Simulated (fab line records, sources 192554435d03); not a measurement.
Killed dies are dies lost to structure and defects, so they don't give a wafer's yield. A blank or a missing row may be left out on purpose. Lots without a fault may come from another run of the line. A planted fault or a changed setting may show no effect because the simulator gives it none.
Split-lot experiment | flow n5_finfet | 7 lots, 21 wafers read, on a route of 1938 steps

THE SPLIT
At N5_FIN_SAQP_PECVD_48 (deposits SiNx from SiH4/NH3/N2, target thk 25 nm, time 22.1 s), the setting time_s was moved away from the recipe's 22.1 s on 6 of the 21 wafers read, by -10.7% to +14.8%. The other wafers ran this setting at the recipe's value.

FROM THE SPLIT TO THE READING: what the file shows between them, 4 steps
- N5_FIN_SAQP_PEB_14: peb time 60 s (also split here: peb_time_s)
- N5_FIN_SAQP_DEVELOP_15: develop time 30 s
- N5_FIN_SAQP_CD_MEAS_16: target cd 35.6 nm
- N5_FIN_SAQP_MANDREL1_REMOVE_56: chemistry HBr/Cl2/O2, target a-Si, stops on SiNx, bt time 10 s

THE READING
etch.depth_nm (the simulator's own value, which no gauge read), in nm, at N5_FIN_SAQP_ETCH_57 (etches SiNx in CH3F/O2, target depth 32.5 nm, time 46.4 s). The file gives no usual value for it. The 15 wafers here that ran the recipe average 24.94 nm, standard deviation 0.2 nm.

wafer  | tool, chamber at the split | time_s as run, s | against the recipe | etch.depth_nm, nm | against lot-mates on the recipe
L075.1 | pecvd-01, 1                | 22.1             | recipe             | 24.71             | -
L075.3 | pecvd-01, 0                | 23.45            | +6.1%              | 26.4              | +1.61
L075.4 | pecvd-01, 1                | 22.1             | recipe             | 24.86             | -
L077.1 | pecvd-04, 1                | 22.1             | recipe             | 24.57             | -
L077.2 | pecvd-04, 2                | 20.29            | -8.2%              | 22.8              | -1.93
L077.6 | pecvd-04, 1                | 22.1             | recipe             | 24.89             | -
L083.3 | pecvd-04, 0                | 19.73            | -10.7%             | 21.85             | -3.23
L083.4 | pecvd-04, 0                | 22.1             | recipe             | 25.15             | -
L083.6 | pecvd-04, 1                | 22.1             | recipe             | 25.02             | -
L090.1 | pecvd-04, 2                | 22.1             | recipe             | 25                | -
L090.4 | pecvd-04, 1                | 22.1             | recipe             | 25.25             | -
L090.5 | pecvd-04, 0                | 22.1             | recipe             | 25.13             | -
L091.1 | pecvd-04, 2                | 23.35            | +5.7%              | 25.88             | +0.93
L091.4 | pecvd-04, 1                | 22.1             | recipe             | 24.81             | -
L091.5 | pecvd-04, 2                | 22.1             | recipe             | 25.1              | -
L094.3 | pecvd-03, 0                | 22.1             | recipe             | 24.72             | -
L094.5 | pecvd-03, 2                | 22.1             | recipe             | 25.25             | -
L094.6 | pecvd-03, 1                | 22.1             | recipe             | 24.96             | -
L095.2 | pecvd-03, 1                | 25.37            | +14.8%             | 28.19             | +3.45
L095.4 | pecvd-03, 0                | 22.1             | recipe             | 24.74             | -
L095.6 | pecvd-03, 1                | 25.37            | +14.8%             | 28.78             | +4.04

THE FIT
A straight line over all 21 wafers: etch.depth_nm changes by +0.248 nm for each +1% of time_s; r = +0.99; the points scatter about the line by 0.25 nm.
The same after taking each lot's own level away (the mean of its wafers on the recipe; 21 wafers): +0.257 nm for each +1%; r = +0.99; scatter 0.23 nm.
On that fit, the largest move of time_s shifts the reading by 3.8 nm.
The lots' own levels span 24.730 to 25.127 nm, that is 2.0 times the standard deviation above.
So the lot-to-lot level changes the slope little: the two slopes agree.
Check: with one of the wafers moved furthest among these (+14.8%) left out of the fit, the line predicts +3.92 nm for it against its lot-mates. It came out at +3.45 nm against them.

OTHER SPLITS ON THESE WAFERS
These wafers also went through other splits before the reading. Each is held against what the fit with the lots' levels taken away leaves over:
other split on the same wafers                    | wafers away from the commonest value | r with etch.depth_nm (lot level and that fit taken away)
N5_WELL_APT_PEB_06 peb_temp_c                     | 5                                    | -0.27
N5_WELL_APT_DEVELOP_07 develop_time_s             | 6                                    | -0.18
N5_PMOS_HMC_CHANNEL_EPI_PEB_07 peb_time_s         | 7                                    | -0.11
N5_PMOS_HMC_CHANNEL_EPI_DEVELOP_08 develop_time_s | 5                                    | -0.45
N5_FIN_SAQP_PEB_14 peb_time_s                     | 7                                    | -0.01

THE WHOLE CHAIN: every reading that the file lists as answering this split, in the file's order
step                 | what it does                                                  | reading                                                                           | change (the file's fit)               | r (the file's)
N5_FIN_SAQP_PECVD_48 | deposits SiNx from SiH4/NH3/N2, target thk 25 nm, time 22.1 s | SiNx_of_FIN_SAQP_PECVD_48.thk_nm (the simulator's own value, which no gauge read) | +0.259 nm for each +1% of the setting | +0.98
N5_FIN_SAQP_ETCH_57  | etches SiNx in CH3F/O2, target depth 32.5 nm, time 46.4 s     | etch_rf_on_time_s                                                                 | withheld for each +1% of the setting  | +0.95
N5_FIN_SAQP_ETCH_57  | etches SiNx in CH3F/O2, target depth 32.5 nm, time 46.4 s     | etch.depth_nm (the simulator's own value, which no gauge read)                    | +0.257 nm for each +1% of the setting | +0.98

THE FILE'S OWN FIT
etch.depth_nm changes by +0.257 nm for each +1% of time_s, r = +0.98.
